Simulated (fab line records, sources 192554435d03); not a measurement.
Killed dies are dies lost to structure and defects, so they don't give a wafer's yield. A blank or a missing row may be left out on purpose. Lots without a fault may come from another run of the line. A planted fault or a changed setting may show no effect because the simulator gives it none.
Problem report in the 8D (eight disciplines) form, filled by code | flow n5_finfet | the parts of the form that need people (team, actions taken, sign-off) are left out

1. THE PROBLEM
run_length_s at N5_BEOL_M1_CVD_47 reads a mean of 107.8 s on 9 wafers of 3 lots; wafers without a fault read 247.0 s with a standard deviation of 0.63. That is -99 or more standard deviations from the usual mean.
The step: deposits Co from CCTBA/H2, target thk 3 nm, time 223.8 s.
First seen on wafer L332.1, day 7 23:45, on cvd_co-01. The record holds 30 wafers of 10 lots with a number at this step. Rule for "out", or "out of limits": more than 4 standard deviations from the usual mean. The other wafers with a number count as sound.

2. WHAT IT IS AND WHAT IT IS NOT
question                    | is                     | is not
which readings at this step | run_length_s           | -
which lots                  | L332, L333, L335       | L327, L329, L342, L346, L347, L348, L349
which wafers of those lots  | all that have a number | -
read on which tools         | cvd_co-01              | cvd_co-02
when                        | from day 7 23:45       | up to then (6 sound wafers); but 15 sound wafers of L342, L346, L347, L348, L349 came after

3. SUSPECTS, AND WHAT RULES EACH OUT
Counting: a tool at a process step up to the reading stays a suspect if it ran every lot that is out and no sound lot after the first of them.
- cvd_co-01 at N5_BEOL_M1_CVD_47 (deposits Co from CCTBA/H2, target thk 3 nm, time 223.8 s): ruled out as a lasting fault. Sound lots L347, L349 ran on it after its first lot that is out, L332 (day 7 23:45).
Left after counting: nothing in the record.

4. THE CAUSE (what the simulator had put in)
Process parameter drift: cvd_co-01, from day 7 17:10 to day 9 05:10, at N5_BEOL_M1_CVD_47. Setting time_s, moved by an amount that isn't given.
Counting ruled it out, wrongly.

5. THE CHAIN OF EFFECTS, in route order
Each row: a reading whose mean over the struck wafers that have a number lies more than 3 standard deviations from the usual. Only readings for which the record gives a usual standard deviation are gone through. hours: the time from each lot's start at the first step in this table that gives one to its start at this step, as a median over the lots. sigmas: the change in usual standard deviations.
hours | step              | reading      | usual   | on struck wafers | change | sigmas
0     | N5_BEOL_M1_CVD_47 | run_length_s | 247.0 s | 107.8            | -139.2 | -99 or more
The process steps in it:
- N5_BEOL_M1_CVD_47: deposits Co from CCTBA/H2, target thk 3 nm, time 223.8 s.
Later measuring or inspecting steps at which every struck wafer that the step has a row for has a number for every such reading, and none has moved that far: N5_BEOL_M4_RC_MEAS_101.

6. WHAT WOULD HAVE CAUGHT IT SOONER
In this record the first reading out of limits was taken at day 7 23:45, 7 hours after the fault began at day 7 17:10.
